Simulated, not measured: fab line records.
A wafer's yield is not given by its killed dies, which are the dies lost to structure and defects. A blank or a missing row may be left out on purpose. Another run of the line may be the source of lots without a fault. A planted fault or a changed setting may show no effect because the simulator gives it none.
fab line records ; flow n5_finfet
[record] lots = 7; wafers = 39
route steps=1938 shown MOL_CONTACT_COAG@616 BEOL_M2@884 BEOL_M4@1070 BEOL_M7@1320
start_h: hours from the record's opening day to when the first of the lot's shown wafers began ; wait_h: hours since the lot's step before ; " the same as in the row above ; L1.1+2: several wafers, shown together as one row ; - no value, or no start was given ; * or withheld: withheld ; < > ~ a bound
route shown NAME@n: a module of which the file shows steps, and the number in the route of the first ; usual: mean/standard deviation taken from wafers without a fault ; same: alike in all rows ; chamber/n: place in a boat ; sites: readings site by site ; _std_site: the values' standard deviation ; _edge_site: outer sites' mean less inner sites' ; radius_mm: how far each site lies from the wafer's centre ; mask NAME#n: copy n ; behind: the most recent tool/chamber to have shaped the wafer ; hold: cause of the lot's hold/its duration in hours/its outcome ; device: which transistor (n, p or np) failed to switch ; end of line: tests run on the same wafers once the route is complete ; for a step that has no rows: nothing shown but its recipe ; killed: not the wafer's yield, but the dies lost to structure and defects at the first sort ; map: a wafer's dies, marking killed ones x, the rest . and places with no die _
set.NAME: setting as actually run; set.NAME@STEP: the setting as run at that earlier step ; model.NAME: the simulator's own value behind a step, which no gauge read
lots run with intentionally changed settings; tables by step, rows by wafer
[[steps]]
[step N5_MOL_CONTACT_COAG_ETCH_124]
[recipe] chemistry = CH3F/O2; target = SiNx; target_depth_a = 65; mask_material = SOC; stop_on = SiOC; over_etch_frac = 0.3; ion_energy_ev = 120; pressure_mtorr = 30; source_w = 395; bias_w = 73; Ar_flow_sccm = 150; CH3F_flow_sccm = 30; O2_flow_sccm = 20; ends = end_point
lot.wafer;tool;chamber;start_h;wait_h;set.target_depth_a;model.SOC_of_MOL_CONTACT_COAG_COAT_62.thk_nm
L084.1;rie_diel-04;3;162.08;0.0;65;48.8
L084.2+4;rie_diel-04;1,0;162.08;0.0;89.73;47.6
L084.3;rie_diel-04;2;162.08;0.0;89.73;47.4
L084.5;rie_diel-04;0;162.08;0.0;65;49.2
L084.6;rie_diel-04;1;162.08;0.0;65;48.6
L085.3+6;rie_diel-04;3,1;164.02;0.0;65;48.4
L085.4;rie_diel-04;0;164.02;0.0;65;48.6
L089.1+6;rie_diel-04;0;190.65;0.0;65;48.8
L089.2;rie_diel-04;3;190.65;0.0;65;48.6
L089.3+4+5;rie_diel-04;2,1,1;190.65;0.0;65;48.4
L090.1+2+4;rie_diel-04;3,1,0;197.41;0.0;65;48.2
L090.3+5;rie_diel-04;2,3;197.41;0.0;65;48
L090.6;rie_diel-04;0;197.41;0.0;65;48.4
L091.1+2+4+5+6;rie_diel-01;1,0,2,2,3;201.02;0.0;65;48.2
L091.3;rie_diel-01;3;201.02;0.0;65;48.4
L095.1+2+6;rie_diel-02;0,1,0;227.77;0.0;65;48.6
L095.3;rie_diel-02;3;227.77;0.0;65;48.8
L095.4;rie_diel-02;1;227.77;0.0;65;48.4
L095.5;rie_diel-02;3;227.77;0.0;65;49
L097.1;rie_diel-02;3;241.37;0.0;34.5;50.4
L097.2;rie_diel-02;2;241.37;0.0;34.5;50.2
L097.3+6;rie_diel-02;1,2;241.37;0.0;65;48.8
L097.4;rie_diel-02;0;241.37;0.0;65;48.6
L097.5;rie_diel-02;3;241.37;0.0;34.5;50.6
[step N5_MOL_CONTACT_COAG_ETCH_48]
[recipe] chemistry = C4F6/O2; target_depth_a = 150; overetch_a = 45; mask_material = SOC; target = SiOC; bias_w = 465; pressure_mtorr = 10; time_s = 17; source_w = 335; Ar_flow_sccm = 300; C4F6_flow_sccm = 10; O2_flow_sccm = 10; ion_energy_ev = 576
lot.wafer;tool;chamber;start_h;wait_h;set.target_depth_a@MOL_CONTACT_COAG_ETCH_124;model.SOC_of_MOL_CONTACT_COAG_COAT_62.thk_nm
L084.1+6;rie_diel-04;3,1;162.12;0.0;65;46
L084.2+3;rie_diel-04;1,2;162.12;0.0;89.73;44.8
L084.4;rie_diel-04;0;162.12;0.0;89.73;45
L084.5;rie_diel-04;0;162.12;0.0;65;46.4
L085.3+6;rie_diel-04;3,1;164.06;0.0;65;45.8
L085.4;rie_diel-04;0;164.06;0.0;65;46
L089.1+6;rie_diel-04;0;190.69;0.0;65;46.2
L089.2+4+5;rie_diel-04;3,1,1;190.69;0.0;65;45.8
L089.3;rie_diel-04;2;190.69;0.0;65;45.6
L090.1+2+5;rie_diel-04;3,1,3;197.45;0.0;65;45.4
L090.3;rie_diel-04;2;197.45;0.0;65;45.2
L090.4+6;rie_diel-04;0;197.45;0.0;65;45.6
L091.1+3+4+5+6;rie_diel-01;1,3,2,2,3;201.06;0.0;65;45.6
L091.2;rie_diel-01;0;201.06;0.0;65;45.4
L095.1+4;rie_diel-02;0,1;227.81;0.0;65;45.8
L095.2+6;rie_diel-02;1,0;227.81;0.0;65;46
L095.3+5;rie_diel-02;3;227.81;0.0;65;46.4
L097.1;rie_diel-02;3;241.41;0.0;34.5;47.8
L097.2;rie_diel-02;2;241.41;0.0;34.5;47.6
L097.3;rie_diel-02;1;241.41;0.0;65;46
L097.4;rie_diel-02;0;241.41;0.0;65;45.8
L097.5;rie_diel-02;3;241.41;0.0;34.5;48
L097.6;rie_diel-02;2;241.41;0.0;65;46.2
[step N5_BEOL_M2_ETCH_70]
[recipe] chemistry = N2/H2; target = SOC; target_depth_a = 800; overetch_a = 240; mask_material = SiARC; temp_c = 40; time_s = 130; ion_energy_ev = 200; pressure_mtorr = 30; source_w = 840; bias_w = 150; n2_flow_sccm = 200; h2_flow_sccm = 200
lot.wafer;tool;chamber;start_h;wait_h;set.time_s;model.SiARC_of_BEOL_M2_COAT_68.thk_nm
L084.1+2;rie_diel-01;2,0;203.15;0.0;82.21;8
L084.3+5+6;rie_diel-01;3,2,1;203.15;0.0;130;5.8
L084.4;rie_diel-01;1;203.15;0.0;82.21;8.2
L085.3+6;rie_diel-04;3,2;206.18;0.0;130;5.8
L085.4;rie_diel-04;0;206.18;0.0;130;6
L089.1;rie_diel-02;3;229.28;0.0;130;6
L089.2+3+4+5+6;rie_diel-02;1,0,3,1,0;229.28;0.0;130;5.8
L090.1;rie_diel-04;1;249.26;0.0;130;5.8
L090.2;rie_diel-04;3;249.26;0.0;130;5.6
L090.3+4;rie_diel-04;2,0;249.26;0.0;186.9;3.2
L090.5;rie_diel-04;0;249.26;0.0;130;6
L090.6;rie_diel-04;3;249.26;0.0;186.9;3
L091.1+3+4+6;rie_diel-04;3,0,1,2;249.63;0.0;130;5.8
L091.2+5;rie_diel-04;2,1;249.63;0.0;130;6
L095.1+6;rie_diel-01;1;272.85;0.0;104.1;7
L095.2;rie_diel-01;0;272.85;0.0;130;5.6
L095.3+5;rie_diel-01;2;272.85;0.0;130;5.8
L095.4;rie_diel-01;3;272.85;0.0;104.1;7.2
L097.1+3+5;rie_diel-04;3,0,2;288.60;0.0;130;5.8
L097.2+4;rie_diel-04;1,2;288.60;0.0;157.1;4.6
L097.6;rie_diel-04;3;288.60;0.0;157.1;4.4
[step N5_BEOL_M4_TRENCH_ETCH_37]
[recipe] chemistry = C4F6/O2; target_depth_a = 555.55; target = SiOC; time_s = 29.2; ion_energy_ev = 250; pressure_mtorr = 30; source_w = 355; bias_w = 185; Ar_flow_sccm = 300; C4F6_flow_sccm = 10; O2_flow_sccm = 10
lot.wafer;tool;chamber;start_h;wait_h;set.time_s;model.BEOL_M4.feature_depth_nm;model.etch.depth_nm;model.TiN_of_BEOL_M4_HM_DEP_02.thk_nm
L084.1;rie_diel-02;3;-;-;29.2;53.4;53.5;17.6
L084.2;rie_diel-02;2;-;-;24.69;46.8;46.83;17.8
L084.3;rie_diel-02;1;-;-;24.69;46.6;46.62;17.6
L084.4;rie_diel-02;0;-;-;29.2;55;55.02;17.4
L084.5;rie_diel-02;3;-;-;24.69;45.4;45.5;18
L084.6;rie_diel-02;0;-;-;29.2;55;54.94;17.4
L085.3;rie_diel-02;1;-;-;29.2;55.8;55.71;17.6
L085.4;rie_diel-02;2;-;-;29.2;55.4;55.39;17.4
L085.6;rie_diel-02;3;-;-;29.2;54.4;54.4;17.4
L089.1;rie_diel-04;2;-;-;29.2;55.8;55.79;18.4
L089.2;rie_diel-04;3;-;-;39.38;75.4;75.5;17.4
L089.3;rie_diel-04;1;-;-;39.38;75.4;75.35;17.4
L089.4;rie_diel-04;0;-;-;39.38;73.6;73.52;17.2
L089.5;rie_diel-04;2;-;-;29.2;56;56.04;18.4
L089.6;rie_diel-04;1;-;-;29.2;56;55.99;18.2
L090.1;rie_diel-01;0;-;-;29.2;56;56.03;17.4
L090.2;rie_diel-01;1;-;-;16.55;31.4;31.47;18.6
L090.3;rie_diel-01;2;-;-;29.2;56.2;56.17;17.4
L090.4;rie_diel-01;3;-;-;29.2;55.8;55.81;17.6
L090.5;rie_diel-01;1;-;-;16.55;31.4;31.49;18.4
L090.6;rie_diel-01;2;-;-;16.55;31.6;31.51;18.4
L091.1+6;rie_diel-01;0;-;-;29.2;56.2;56.25;17.4
L091.2;rie_diel-01;3;-;-;29.2;55.8;55.74;17.4
L091.3;rie_diel-01;2;-;-;29.2;55.2;55.21;17.6
L091.4;rie_diel-01;2;-;-;29.2;56;55.99;17.4
L091.5;rie_diel-01;3;-;-;29.2;55.4;55.36;17.6
L095.1;rie_diel-02;2;-;-;29.2;55;55.09;17.8
L095.2;rie_diel-02;1;-;-;22.72;43.2;43.13;18.2
L095.3;rie_diel-02;3;-;-;22.72;42;41.96;18.6
L095.4;rie_diel-02;0;-;-;22.72;44.6;44.59;18.2
L095.5;rie_diel-02;0;-;-;29.2;57.2;57.13;17.8
L095.6;rie_diel-02;1;-;-;29.2;55.2;55.3;17.8
L097.1;rie_diel-01;0;-;-;29.2;56.2;56.23;17.6
L097.2;rie_diel-01;1;-;-;29.2;55.6;55.65;17.4
L097.3;rie_diel-01;3;-;-;13.3;25.2;25.19;18.4
L097.4;rie_diel-01;2;-;-;29.2;56;55.97;17.4
L097.5;rie_diel-01;3;-;-;13.3;25.6;25.5;18.6
L097.6;rie_diel-01;2;-;-;13.3;25.2;25.28;18.6
[step N5_BEOL_M4_ETCH_41]
[recipe] chemistry = CH3F/O2; target = SiCN; target_depth_a = 299; taper_deg = 2; time_s = 52.5; ion_energy_ev = 120; mask_material = TiN; pressure_mtorr = 30; source_w = 395; bias_w = 75; Ar_flow_sccm = 150; CH3F_flow_sccm = 30; O2_flow_sccm = 20
[step N5_BEOL_M4_STRIP_97]
[recipe] chemistry = N2/H2; time_s = 10; power_w = 450; temp_c = 40; pressure_mtorr = 20; rf_frequency_hz = 6e+07; bias_power_w = 7; n2_flow_sccm = 200; h2_flow_sccm = 200
[step N5_BEOL_M4_OCD_MEAS_38]
[usual] trench_depth_nm = 55.6/0.7
lot.wafer;tool;chamber;start_h;wait_h;set.time_s@BEOL_M4_TRENCH_ETCH_37;trench_depth_nm
L084.1;ocd-02;-;238.87;-;29.2;53.6
L084.2;ocd-02;-;238.87;-;24.69;46.5
L084.3;ocd-02;-;238.87;-;24.69;47.0
L084.4;ocd-02;-;238.87;-;29.2;55.2
L084.5;ocd-02;-;238.87;-;24.69;45.5
L084.6;ocd-02;-;238.87;-;29.2;54.9
L085.3;ocd-02;-;249.54;-;29.2;56.1
L085.4;ocd-02;-;249.54;-;29.2;55.5
L085.6;ocd-02;-;249.54;-;29.2;54.1
L089.1;ocd-01;-;261.02;-;29.2;55.5
L089.2;ocd-01;-;261.02;-;39.38;75.5
L089.3;ocd-01;-;261.02;-;39.38;75.9
L089.4;ocd-01;-;261.02;-;39.38;73.8
L089.5;ocd-01;-;261.02;-;29.2;56.6
L089.6;ocd-01;-;261.02;-;29.2;55.6
L090.1;ocd-02;-;276.60;-;29.2;56.3
L090.2;ocd-02;-;276.60;-;16.55;31.0
L090.3;ocd-02;-;276.60;-;29.2;56.1
L090.4;ocd-02;-;276.60;-;29.2;56.5
L090.5;ocd-02;-;276.60;-;16.55;31.5
L090.6;ocd-02;-;276.60;-;16.55;31.6
L091.1;ocd-02;-;288.47;-;29.2;56.0
L091.2;ocd-02;-;288.47;-;29.2;56.1
L091.3;ocd-02;-;288.47;-;29.2;55.1
L091.4;ocd-02;-;288.47;-;29.2;55.3
L091.5;ocd-02;-;288.47;-;29.2;55.4
L091.6;ocd-02;-;288.47;-;29.2;56.1
L095.1;ocd-02;-;303.19;-;29.2;54.9
L095.2;ocd-02;-;303.19;-;22.72;43.3
L095.3;ocd-02;-;303.19;-;22.72;41.9
L095.4;ocd-02;-;303.19;-;22.72;44.5
L095.5;ocd-02;-;303.19;-;29.2;56.8
L095.6;ocd-02;-;303.19;-;29.2;55.0
L097.1;ocd-02;-;317.94;-;29.2;56.4
L097.2;ocd-02;-;317.94;-;29.2;55.2
L097.3;ocd-02;-;317.94;-;13.3;25.3
L097.4;ocd-02;-;317.94;-;29.2;56.9
L097.5;ocd-02;-;317.94;-;13.3;25.9
L097.6;ocd-02;-;317.94;-;13.3;24.8
[step N5_BEOL_M4_HM_STRIP_39]
[recipe] chemistry = peroxide_tin_strip; material = TiN; target_depth_a = 250; temp_c = 50; time_s = 158
[step N5_BEOL_M4_SRD_40]
[recipe] time_s = 30; temp_c = 23; rinse_liquid = diw; dry = ipa_marangoni
[step N5_BEOL_M4_ECD_50]
[recipe] material = Cu; target_thk_a = 3000
[step N5_BEOL_M4_ANNEAL_51]
[recipe] temp_c = 225; time_s = 90; ambient = N2
[step N5_BEOL_M4_CMP_52]
[recipe] stop_on = SiOC; t_overpolish_s = 6.8; down_force_psi = 1; platen_rpm = 50; clearing_platen_down_force_psi = 1.5; clearing_platen_rpm = 50; post_cmp_clean = cu_alkaline; target_thk_nm = 40; clearing_platen_pad_velocity_m_s = 0.99484; pad_velocity_m_s = 0.99484
lot.wafer;tool;chamber;start_h;wait_h;set.time_s@BEOL_M4_TRENCH_ETCH_37;model.Cu_of_BEOL_M4_ECD_50.thk_nm
L084.3;cmp-02;2;244.31;0.2;24.69;31.2
L084.4;cmp-02;3;244.31;0.2;29.2;38.4
L084.2;cmp-02;0;244.31;0.2;24.69;31
L084.1;cmp-02;1;244.31;0.2;29.2;39.2
L084.6;cmp-02;2;244.31;0.2;29.2;39
L084.5;cmp-02;3;244.31;0.2;24.69;30.4
L085.3;cmp-01;3;252.96;0.2;29.2;40.4
L085.4;cmp-01;1;252.96;0.2;29.2;40.6
L085.6;cmp-01;3;252.96;0.2;29.2;38
L089.1;cmp-04;1;264.73;0.3;29.2;39
L089.3;cmp-04;2;264.73;0.3;39.38;60.4
L089.2;cmp-04;3;264.73;0.3;39.38;60
L089.4;cmp-04;0;264.73;0.3;39.38;59
L089.6;cmp-04;1;264.73;0.3;29.2;41
L089.5;cmp-04;2;264.73;0.3;29.2;41.4
L090.3;cmp-04;0;280.11;0.2;29.2;39.4
L090.1;cmp-04;1;280.11;0.2;29.2;38.6
L090.4;cmp-04;2;280.11;0.2;29.2;40
L090.2;cmp-04;3;280.11;0.2;16.55;14.4
L090.6;cmp-04;0;280.11;0.2;16.55;15
L090.5;cmp-04;1;280.11;0.2;16.55;16
L091.3;cmp-04;3;291.78;0.2;29.2;39.8
L091.1;cmp-04;0;291.78;0.2;29.2;41.2
L091.2;cmp-04;1;291.78;0.2;29.2;38.8
L091.4;cmp-04;2;291.78;0.2;29.2;40.4
L091.6;cmp-04;3;291.78;0.2;29.2;40.2
L091.5;cmp-04;0;291.78;0.2;29.2;40
L095.3;cmp-04;2;307.35;0.2;22.72;26.8
L095.4;cmp-04;3;307.35;0.2;22.72;29.2
L095.2;cmp-04;0;307.35;0.2;22.72;26.2
L095.1;cmp-04;1;307.35;0.2;29.2;38.2
L095.5;cmp-04;2;307.35;0.2;29.2;41.8
L095.6;cmp-04;3;307.35;0.2;29.2;40.4
L097.2;cmp-01;1;322.17;0.6;29.2;40
L097.1;cmp-01;2;322.17;0.6;29.2;39.8
L097.4;cmp-01;3;322.17;0.6;29.2;39
L097.3;cmp-01;0;322.17;0.6;13.3;8.8
L097.5;cmp-01;1;322.17;0.6;13.3;10.6
L097.6;cmp-01;2;322.17;0.6;13.3;9.2
[step N5_BEOL_M4_THK_MEAS_53]
[recipe] thk_meas_gauge = xrf; reads = Cu_of_BEOL_M4_ECD_50
[usual] M4_THK = 40.5/1.2
lot.wafer;tool;chamber;start_h;wait_h;set.time_s@BEOL_M4_TRENCH_ETCH_37;M4_THK[nm]
L084.1;film_metro-02;-;244.61;-;29.2;39.6
L084.2;film_metro-02;-;244.61;-;24.69;31.5
L084.3;film_metro-02;-;244.61;-;24.69;31.6
L084.4;film_metro-02;-;244.61;-;29.2;38.8
L084.5;film_metro-02;-;244.61;-;24.69;30.7
L084.6;film_metro-02;-;244.61;-;29.2;39.6
L085.3;film_metro-01;-;253.22;-;29.2;41.4
L085.4;film_metro-01;-;253.22;-;29.2;41.5
L085.6;film_metro-01;-;253.22;-;29.2;39.0
L089.1;film_metro-01;-;265.03;-;29.2;40.3
L089.2;film_metro-01;-;265.03;-;39.38;61.8
L089.3;film_metro-01;-;265.03;-;39.38;62.3
L089.4;film_metro-01;-;265.03;-;39.38;60.5
L089.5;film_metro-01;-;265.03;-;29.2;42.6
L089.6;film_metro-01;-;265.03;-;29.2;42.1
L090.1;film_metro-02;-;280.40;-;29.2;39.1
L090.2;film_metro-02;-;280.40;-;16.55;14.5
L090.3;film_metro-02;-;280.40;-;29.2;40.0
L090.4;film_metro-02;-;280.40;-;29.2;40.6
L090.5;film_metro-02;-;280.40;-;16.55;16.1
L090.6;film_metro-02;-;280.40;-;16.55;15.2
L091.1;film_metro-01;-;292.08;-;29.2;42.2
L091.2;film_metro-01;-;292.08;-;29.2;39.7
L091.3;film_metro-01;-;292.08;-;29.2;40.8
L091.4;film_metro-01;-;292.08;-;29.2;41.4
L091.5;film_metro-01;-;292.08;-;29.2;40.7
L091.6;film_metro-01;-;292.08;-;29.2;41.2
L095.1;film_metro-01;-;307.64;-;29.2;39.1
L095.2;film_metro-01;-;307.64;-;22.72;26.8
L095.3;film_metro-01;-;307.64;-;22.72;27.2
L095.4;film_metro-01;-;307.64;-;22.72;29.8
L095.5;film_metro-01;-;307.64;-;29.2;42.6
L095.6;film_metro-01;-;307.64;-;29.2;41.2
L097.1;film_metro-01;-;322.47;-;29.2;40.3
L097.2;film_metro-01;-;322.47;-;29.2;40.4
L097.3;film_metro-01;-;322.47;-;13.3;8.9
L097.4;film_metro-01;-;322.47;-;29.2;39.4
L097.5;film_metro-01;-;322.47;-;13.3;10.7
L097.6;film_metro-01;-;322.47;-;13.3;9.3
[step N5_BEOL_M4_PRE_CLEAN_60]
[recipe] gas = NH3/H2; time_s = 15; temp_c = *; rf_power_w = 300
[step N5_BEOL_M4_CO_CAP_55]
[recipe] material = Co; target_thk_a = 20; temp_c = 200; precursor = CCTBA/H2; pressure_torr = 30; time_s = 102.1
[step N5_BEOL_M4_PRE_CLEAN_56]
[recipe] gas = NH3; time_s = 15; temp_c = withheld; rf_power_w = 300
[step N5_BEOL_M4_DEP_57]
[recipe] material = SiCN; target_thk_a = 80; temp_c = withheld; precursor = 3MS/NH3; pressure_torr = 3; rf_w = 202; time_s = 14
[step N5_BEOL_M4_RS_MEAS_58]
[recipe] thk_meas_gauge = four-point-probe; reads = Co_of_BEOL_M4_CO_CAP_55+Cu_of_BEOL_M4_ECD_50+Co_of_BEOL_M4_CVD_47+TaN_of_BEOL_M4_ALD_84
[usual] M4_RS = 0.675/0.025
lot.wafer;tool;chamber;start_h;wait_h;set.time_s@BEOL_M4_TRENCH_ETCH_37;M4_RS[ohm/sq]
L084.1;film_metro-02;-;244.87;0.0;29.2;0.685
L084.2;film_metro-02;-;244.87;0.0;24.69;0.935
L084.3;film_metro-02;-;244.87;0.0;24.69;0.925
L084.4;film_metro-02;-;244.87;0.0;29.2;0.703
L084.5;film_metro-02;-;244.87;0.0;24.69;0.955
L084.6;film_metro-02;-;244.87;0.0;29.2;0.690
L085.3;film_metro-01;-;253.52;0.1;29.2;0.658
L085.4;film_metro-01;-;253.52;0.1;29.2;0.659
L085.6;film_metro-01;-;253.52;0.1;29.2;0.714
L089.1;film_metro-02;-;265.29;0.0;29.2;0.689
L089.2;film_metro-02;-;265.29;0.0;39.38;0.403
L089.3;film_metro-02;-;265.29;0.0;39.38;0.399
L089.4;film_metro-02;-;265.29;0.0;39.38;0.411
L089.5;film_metro-02;-;265.29;0.0;29.2;0.639
L089.6;film_metro-02;-;265.29;0.0;29.2;0.647
L090.1;film_metro-02;-;280.66;0.0;29.2;0.698
L090.2;film_metro-02;-;280.66;0.0;16.55;2.719
L090.3;film_metro-02;-;280.66;0.0;29.2;0.680
L090.4;film_metro-02;-;280.66;0.0;29.2;0.669
L090.5;film_metro-02;-;280.66;0.0;16.55;2.332
L090.6;film_metro-02;-;280.66;0.0;16.55;2.544
L091.1;film_metro-01;-;292.34;0.0;29.2;0.643
L091.2;film_metro-01;-;292.34;0.0;29.2;0.699
L091.3;film_metro-01;-;292.34;0.0;29.2;0.672
L091.4;film_metro-01;-;292.34;0.0;29.2;0.662
L091.5;film_metro-01;-;292.34;0.0;29.2;0.671
L091.6;film_metro-01;-;292.34;0.0;29.2;0.666
L095.1;film_metro-01;-;307.95;0.0;29.2;0.710
L095.2;film_metro-01;-;307.95;0.0;22.72;1.167
L095.3;film_metro-01;-;307.95;0.0;22.72;1.139
L095.4;film_metro-01;-;307.95;0.0;22.72;1.015
L095.5;film_metro-01;-;307.95;0.0;29.2;0.632
L095.6;film_metro-01;-;307.95;0.0;29.2;0.659
L097.1;film_metro-01;-;322.73;0.0;29.2;0.672
L097.2;film_metro-01;-;322.73;0.0;29.2;0.671
L097.3;film_metro-01;-;322.73;0.0;13.3;5.426
L097.4;film_metro-01;-;322.73;0.0;29.2;0.691
L097.5;film_metro-01;-;322.73;0.0;13.3;4.235
L097.6;film_metro-01;-;322.73;0.0;13.3;5.147
[step N5_BEOL_M7_ALD_77]
[recipe] material = TaN; target_thk_a = 20; temp_c = 275; ald_precursor_family = PDMAT; ald_co_reactant = NH3; pressure_torr = 3; carrier_flow_sccm = 1500; pulse_time_s = 2; purge_time_s = 3; co_reactant_purge_time_s = 2; co_reactant_pulse_time_s = 3; ald_cycles = 40; precursor_vessel_temp_c = 75; precursor_vessel_pressure_torr = 26.25; precursor_vessel_carrier_sccm = 1000
lot.wafer;tool;chamber;start_h;wait_h;set.ald_cycles;model.TaN_of_BEOL_M7_ALD_77.thk_nm
L084.1+2+3+4+5+6;ald_metal-02;3,0,2,1,0,3;277.09;0.1;40;2
L085.3+4+6;ald_metal-04;0,1,3;282.85;0.2;40;2
L089.1+2+4;ald_metal-02;1,2,0;289.53;0.0;56;2.8
L089.3+5+6;ald_metal-02;3,1,0;289.53;0.0;40;2
L090.1+3+6;ald_metal-02;1,0,0;307.18;0.0;51;2.6
L090.2+4+5;ald_metal-02;3,2,1;307.18;0.0;40;2
L091.1+5+6;ald_metal-03;1,2,1;317.67;0.1;32;1.6
L091.2+3+4;ald_metal-03;0,3,2;317.67;0.1;40;2
L095.1+2+3;ald_metal-04;2,3,0;334.55;0.3;40;2
L095.4+5+6;ald_metal-04;1,0,3;334.55;0.3;26;1.4
L097.1+2+3+4+5+6;ald_metal-03;1,0,2,3,1,0;346.84;0.1;40;2
[[key]]
[split] step = N5_MOL_CONTACT_COAG_ETCH_124; setting = target_depth_a; stated = 65; by = wafer
[response] step = N5_MOL_CONTACT_COAG_ETCH_124; reading = model.SOC_of_MOL_CONTACT_COAG_COAT_62.thk_nm; change = -0.0353; per = 1%; r = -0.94
[response] step = N5_MOL_CONTACT_COAG_ETCH_48; reading = model.SOC_of_MOL_CONTACT_COAG_COAT_62.thk_nm; change = -0.0364; per = 1%; r = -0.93
[split] step = N5_BEOL_M2_ETCH_70; setting = time_s; stated = 130; by = wafer
[response] step = N5_BEOL_M2_ETCH_70; reading = model.SiARC_of_BEOL_M2_COAT_68.thk_nm; change = -0.0617; per = 1%; r = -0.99
[split] step = N5_BEOL_M4_TRENCH_ETCH_37; setting = time_s; stated = 29.2; by = wafer
[response] step = N5_BEOL_M4_TRENCH_ETCH_37; reading = model.BEOL_M4.feature_depth_nm; change = +0.559; per = 1%; r = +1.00
[response] step = N5_BEOL_M4_TRENCH_ETCH_37; reading = model.etch.depth_nm; change = +0.559; per = 1%; r = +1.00
[response] step = N5_BEOL_M4_TRENCH_ETCH_37; reading = model.TiN_of_BEOL_M4_HM_DEP_02.thk_nm; change = -0.0226; per = 1%; r = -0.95
[response] step = N5_BEOL_M4_OCD_MEAS_38; reading = trench_depth_nm; change = +0.564; per = 1%; r = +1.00
[response] step = N5_BEOL_M4_CMP_52; reading = model.Cu_of_BEOL_M4_ECD_50.thk_nm; change = +0.555; per = 1%; r = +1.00
[response] step = N5_BEOL_M4_THK_MEAS_53; reading = M4_THK; change = +0.564; per = 1%; r = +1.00
[response] step = N5_BEOL_M4_RS_MEAS_58; reading = M4_RS; shape = bent; at_lowest = 4.936; at_stated = 0.674; at_highest = 0.404
[split] step = N5_BEOL_M7_ALD_77; setting = ald_cycles; stated = 40; by = wafer
[response] step = N5_BEOL_M7_ALD_77; reading = model.TaN_of_BEOL_M7_ALD_77.thk_nm; change = +0.0195; per = 1%; r = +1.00
